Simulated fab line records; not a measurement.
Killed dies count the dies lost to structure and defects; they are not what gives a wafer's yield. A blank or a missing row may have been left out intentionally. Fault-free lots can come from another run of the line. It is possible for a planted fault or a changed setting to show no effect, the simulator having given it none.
Which of the tools did it? | flow n5 finfet | Sampling: 24 lots, 72 wafers, 6 of 1938 route steps

== WHAT EACH GAUGE READ, for each wafer ==
N5_BEOL_M1_INSPECT_59: inspects for defects (darkfield).
lot  | measured     | on                | raw defect count
L074 | day 6 17:00  | defect inspect-01 | 56 58 54
L075 | day 6 19:58  | defect inspect-02 | 63 42 57
L076 | day 6 23:59  | defect inspect-01 | 59 93 87
L077 | day 7 03:35  | defect inspect-02 | 86 77 63
L078 | day 7 16:29  | defect inspect-01 | 67 33 49
L079 | day 7 21:59  | defect inspect-01 | 61 96 83
L080 | day 8 04:33  | defect inspect-01 | 121 135 112
L081 | day 8 08:50  | defect inspect-01 | 42 48 46
L082 | day 8 12:22  | defect inspect-01 | 65 98 113
L083 | day 9 02:09  | defect inspect-01 | 141 98 90
L084 | day 9 03:23  | defect inspect-02 | 56 55 43
L085 | day 9 06:55  | defect inspect-02 | 54 46 70
L086 | day 9 14:42  | defect inspect-02 | 34 94 76
L087 | day 9 17:13  | defect inspect-02 | 137 84 73
L088 | day 10 11:54 | defect inspect-01 | 94 106 61
L090 | day 10 14:52 | defect inspect-01 | 62 94 70
L089 | day 10 16:59 | defect inspect-01 | 46 72 76
L091 | day 10 20:06 | defect inspect-02 | 52 52 53
L092 | day 10 23:59 | defect inspect-01 | 51 44 36
L093 | day 11 09:14 | defect inspect-02 | 72 71 73
L094 | day 11 16:39 | defect inspect-01 | 73 79 60
L095 | day 11 20:29 | defect inspect-01 | 74 74 66
L096 | day 12 05:40 | defect inspect-02 | 53 129 75
L097 | day 12 07:44 | defect inspect-01 | 87 73 62

== TOOL THAT RAN EACH LOT (tool first, then ch and the chambers of the sampled wafers, then the start) ==
lot  | N5_BEOL_M1_SPUTTER_79        | N5_BEOL_M1_SPUTTER_86        | N5_BEOL_M1_ANNEAL_89         | N5_BEOL_M1_ANNEAL_93         | N5_BEOL_M1_SPUTTER_94
L074 | pvd sputter-01, day 6 14:15  | pvd sputter-01, day 6 14:41  | pvd sputter-01, day 6 14:59  | pvd sputter-01, day 6 15:26  | pvd sputter-01, day 6 15:34
L075 | pvd sputter-03, day 6 17:21  | pvd sputter-03, day 6 17:47  | pvd sputter-03, day 6 18:05  | pvd sputter-03, day 6 18:32  | pvd sputter-03, day 6 18:40
L076 | pvd sputter-01, day 6 21:23  | pvd sputter-01, day 6 21:49  | pvd sputter-01, day 6 22:07  | pvd sputter-01, day 6 22:34  | pvd sputter-01, day 6 22:42
L077 | pvd sputter-02, day 7 00:37  | pvd sputter-02, day 7 01:03  | pvd sputter-02, day 7 01:21  | pvd sputter-02, day 7 01:47  | pvd sputter-02, day 7 01:56
L078 | pvd sputter-01, day 7 13:26  | pvd sputter-01, day 7 13:52  | pvd sputter-01, day 7 14:10  | pvd sputter-01, day 7 14:37  | pvd sputter-01, day 7 14:45
L079 | pvd sputter-01, day 7 17:45  | pvd sputter-01, day 7 18:38  | pvd sputter-01, day 7 19:14  | pvd sputter-01, day 7 20:07  | pvd sputter-01, day 7 20:23
L080 | pvd sputter-01, day 8 01:56  | pvd sputter-01, day 8 02:22  | pvd sputter-01, day 8 02:40  | pvd sputter-01, day 8 03:07  | pvd sputter-01, day 8 03:15
L081 | pvd sputter-03, day 8 06:11  | pvd sputter-03, day 8 06:37  | pvd sputter-03, day 8 06:55  | pvd sputter-03, day 8 07:22  | pvd sputter-03, day 8 07:30
L082 | pvd sputter-03, day 8 09:44  | pvd sputter-03, day 8 10:11  | pvd sputter-03, day 8 10:29  | pvd sputter-03, day 8 10:55  | pvd sputter-03, day 8 11:04
L083 | pvd sputter-02, day 8 23:32  | pvd sputter-02, day 8 23:59  | pvd sputter-02, day 9 00:17  | pvd sputter-02, day 9 00:43  | pvd sputter-02, day 9 00:52
L084 | pvd sputter-03, day 9 00:22  | pvd sputter-03, day 9 00:48  | pvd sputter-03, day 9 01:06  | pvd sputter-03, day 9 01:32  | pvd sputter-03, day 9 01:41
L085 | pvd sputter-01, day 9 03:07  | pvd sputter-01, day 9 03:33  | pvd sputter-01, day 9 03:51  | pvd sputter-01, day 9 04:17  | pvd sputter-01, day 9 04:26
L086 | pvd sputter-03, day 9 11:46  | pvd sputter-03, day 9 12:12  | pvd sputter-03, day 9 12:30  | pvd sputter-03, day 9 12:56  | pvd sputter-03, day 9 13:05
L087 | pvd sputter-03, day 9 14:14  | pvd sputter-03, day 9 14:43  | pvd sputter-03, day 9 15:02  | pvd sputter-03, day 9 15:31  | pvd sputter-03, day 9 15:40
L088 | pvd sputter-02, day 10 09:14 | pvd sputter-02, day 10 09:41 | pvd sputter-02, day 10 09:59 | pvd sputter-02, day 10 10:25 | pvd sputter-02, day 10 10:34
L090 | pvd sputter-02, day 10 12:13 | pvd sputter-02, day 10 12:40 | pvd sputter-02, day 10 12:58 | pvd sputter-02, day 10 13:24 | pvd sputter-02, day 10 13:32
L089 | pvd sputter-03, day 10 14:19 | pvd sputter-03, day 10 14:46 | pvd sputter-03, day 10 15:04 | pvd sputter-03, day 10 15:30 | pvd sputter-03, day 10 15:38
L091 | pvd sputter-02, day 10 17:29 | pvd sputter-02, day 10 17:55 | pvd sputter-02, day 10 18:13 | pvd sputter-02, day 10 18:40 | pvd sputter-02, day 10 18:48
L092 | pvd sputter-01, day 10 21:14 | pvd sputter-01, day 10 21:40 | pvd sputter-01, day 10 21:58 | pvd sputter-01, day 10 22:25 | pvd sputter-01, day 10 22:33
L093 | pvd sputter-03, day 11 06:25 | pvd sputter-03, day 11 06:51 | pvd sputter-03, day 11 07:09 | pvd sputter-03, day 11 07:35 | pvd sputter-03, day 11 07:44
L094 | pvd sputter-02, day 11 13:59 | pvd sputter-02, day 11 14:26 | pvd sputter-02, day 11 14:44 | pvd sputter-02, day 11 15:10 | pvd sputter-02, day 11 15:19
L095 | pvd sputter-02, day 11 17:52 | pvd sputter-02, day 11 18:19 | pvd sputter-02, day 11 18:37 | pvd sputter-02, day 11 19:03 | pvd sputter-02, day 11 19:11
L096 | pvd sputter-01, day 12 03:03 | pvd sputter-01, day 12 03:29 | pvd sputter-01, day 12 03:47 | pvd sputter-01, day 12 04:14 | pvd sputter-01, day 12 04:22
L097 | pvd sputter-01, day 12 05:08 | pvd sputter-01, day 12 05:34 | pvd sputter-01, day 12 05:52 | pvd sputter-01, day 12 06:19 | pvd sputter-01, day 12 06:27
- N5_BEOL_M1_SPUTTER_79: material Cu, target thk 4.5 nm, time 8.29 s.
- N5_BEOL_M1_SPUTTER_86: material Cu, target thk 4.5 nm, time 8.29 s.
- N5_BEOL_M1_ANNEAL_89: time 240 s.
- N5_BEOL_M1_ANNEAL_93: time 240 s.
- N5_BEOL_M1_SPUTTER_94: material Cu, target thk 4.5 nm, time 8.29 s.

== AS READ BY THE TOOLS THEMSELVES (means over the sampled wafers that have a number; for cases with no such wafer, the mark the record gives instead) ==
N5_BEOL_M1_SPUTTER_79.
lot  | tool           | throttle valve pct (%)
L074 | pvd sputter-01 | 28.8
L075 | pvd sputter-03 | 30.9
L076 | pvd sputter-01 | 29.4
L077 | pvd sputter-02 | 29.7
L078 | pvd sputter-01 | 29.8
L079 | pvd sputter-01 | 28.9
L080 | pvd sputter-01 | 29.5
L081 | pvd sputter-03 | 29.6
L082 | pvd sputter-03 | 30.3
L083 | pvd sputter-02 | 30.2
L084 | pvd sputter-03 | 29.7
L085 | pvd sputter-01 | 30.2
L086 | pvd sputter-03 | 30.8
L087 | pvd sputter-03 | 30.5
L088 | pvd sputter-02 | 30.0
L090 | pvd sputter-02 | 29.4
L089 | pvd sputter-03 | 30.8
L091 | pvd sputter-02 | 29.3
L092 | pvd sputter-01 | 28.7
L093 | pvd sputter-03 | 30.9
L094 | pvd sputter-02 | 29.7
L095 | pvd sputter-02 | 30.3
L096 | pvd sputter-01 | 29.0
L097 | pvd sputter-01 | 30.2

N5_BEOL_M1_SPUTTER_86.
lot  | tool           | throttle valve pct (%)
L074 | pvd sputter-01 | 28.6
L075 | pvd sputter-03 | 30.9
L076 | pvd sputter-01 | 29.5
L077 | pvd sputter-02 | 29.4
L078 | pvd sputter-01 | 29.7
L079 | pvd sputter-01 | 29.0
L080 | pvd sputter-01 | 29.6
L081 | pvd sputter-03 | 29.7
L082 | pvd sputter-03 | 30.2
L083 | pvd sputter-02 | 30.4
L084 | pvd sputter-03 | 29.8
L085 | pvd sputter-01 | 30.1
L086 | pvd sputter-03 | 30.9
L087 | pvd sputter-03 | 30.4
L088 | pvd sputter-02 | 30.1
L090 | pvd sputter-02 | 29.3
L089 | pvd sputter-03 | 30.9
L091 | pvd sputter-02 | 29.1
L092 | pvd sputter-01 | 28.8
L093 | pvd sputter-03 | 30.8
L094 | pvd sputter-02 | 29.5
L095 | pvd sputter-02 | 30.4
L096 | pvd sputter-01 | 28.9
L097 | pvd sputter-01 | 30.3

N5_BEOL_M1_ANNEAL_89.
lot  | tool           | heater power w (W)
L074 | pvd sputter-01 | 812
L075 | pvd sputter-03 | 868
L076 | pvd sputter-01 | 846
L077 | pvd sputter-02 | 757
L078 | pvd sputter-01 | 795
L079 | pvd sputter-01 | 824
L080 | pvd sputter-01 | 809
L081 | pvd sputter-03 | 869
L082 | pvd sputter-03 | 779
L083 | pvd sputter-02 | 756
L084 | pvd sputter-03 | 869
L085 | pvd sputter-01 | 831
L086 | pvd sputter-03 | 869
L087 | pvd sputter-03 | 771
L088 | pvd sputter-02 | 758
L090 | pvd sputter-02 | 851
L089 | pvd sputter-03 | 874
L091 | pvd sputter-02 | 797
L092 | pvd sputter-01 | 813
L093 | pvd sputter-03 | 865
L094 | pvd sputter-02 | 748
L095 | pvd sputter-02 | 753
L096 | pvd sputter-01 | 802
L097 | pvd sputter-01 | 820

N5_BEOL_M1_ANNEAL_93.
lot  | tool           | heater power w (W)
L074 | pvd sputter-01 | 815
L075 | pvd sputter-03 | 861
L076 | pvd sputter-01 | 836
L077 | pvd sputter-02 | 744
L078 | pvd sputter-01 | 784
L079 | pvd sputter-01 | 824
L080 | pvd sputter-01 | 817
L081 | pvd sputter-03 | 864
L082 | pvd sputter-03 | 766
L083 | pvd sputter-02 | 772
L084 | pvd sputter-03 | 862
L085 | pvd sputter-01 | 829
L086 | pvd sputter-03 | 857
L087 | pvd sputter-03 | 767
L088 | pvd sputter-02 | 751
L090 | pvd sputter-02 | 848
L089 | pvd sputter-03 | 875
L091 | pvd sputter-02 | 799
L092 | pvd sputter-01 | 820
L093 | pvd sputter-03 | 855
L094 | pvd sputter-02 | 753
L095 | pvd sputter-02 | 770
L096 | pvd sputter-01 | 817
L097 | pvd sputter-01 | 803

N5_BEOL_M1_SPUTTER_94.
lot  | tool           | throttle valve pct (%)
L074 | pvd sputter-01 | 29.0
L075 | pvd sputter-03 | 30.8
L076 | pvd sputter-01 | 29.5
L077 | pvd sputter-02 | 29.6
L078 | pvd sputter-01 | 29.7
L079 | pvd sputter-01 | 28.9
L080 | pvd sputter-01 | 29.5
L081 | pvd sputter-03 | 29.7
L082 | pvd sputter-03 | 30.3
L083 | pvd sputter-02 | 30.2
L084 | pvd sputter-03 | 29.8
L085 | pvd sputter-01 | 30.1
L086 | pvd sputter-03 | 30.9
L087 | pvd sputter-03 | 30.3
L088 | pvd sputter-02 | 29.9
L090 | pvd sputter-02 | 29.3
L089 | pvd sputter-03 | 30.8
L091 | pvd sputter-02 | 29.3
L092 | pvd sputter-01 | 28.7
L093 | pvd sputter-03 | 31.0
L094 | pvd sputter-02 | 29.6
L095 | pvd sputter-02 | 30.4
L096 | pvd sputter-01 | 28.8
L097 | pvd sputter-01 | 30.2

== THE ANSWER, worked out from the rows above alone ==
Rule: the lots themselves supply what counts as usual. Put in order of their means at a reading, lots are off if they are a third of the lots or fewer, leave a main group of 4 or more, and stand apart from it by a gap of 3 or more times the standard deviation of the main group's means; of several such gaps the widest counts. If all means in a main group match to the digits the tables above print for the reading, that group is not used. A lot without any number at a reading at which 4 lots or more have one is off too. Where the step has rows for the other lots, those lots are counted as sound. After the gauges, taken in route order, come the tools' own readings; for these a lot's mean is taken, as printed above. At the first step where some lot is off, the reading lying furthest off is the one used; lots without a number count as furthest.
None of the lots is off at any reading shown; this tells nothing.

== WHAT THE SIMULATOR HAD PUT IN ==
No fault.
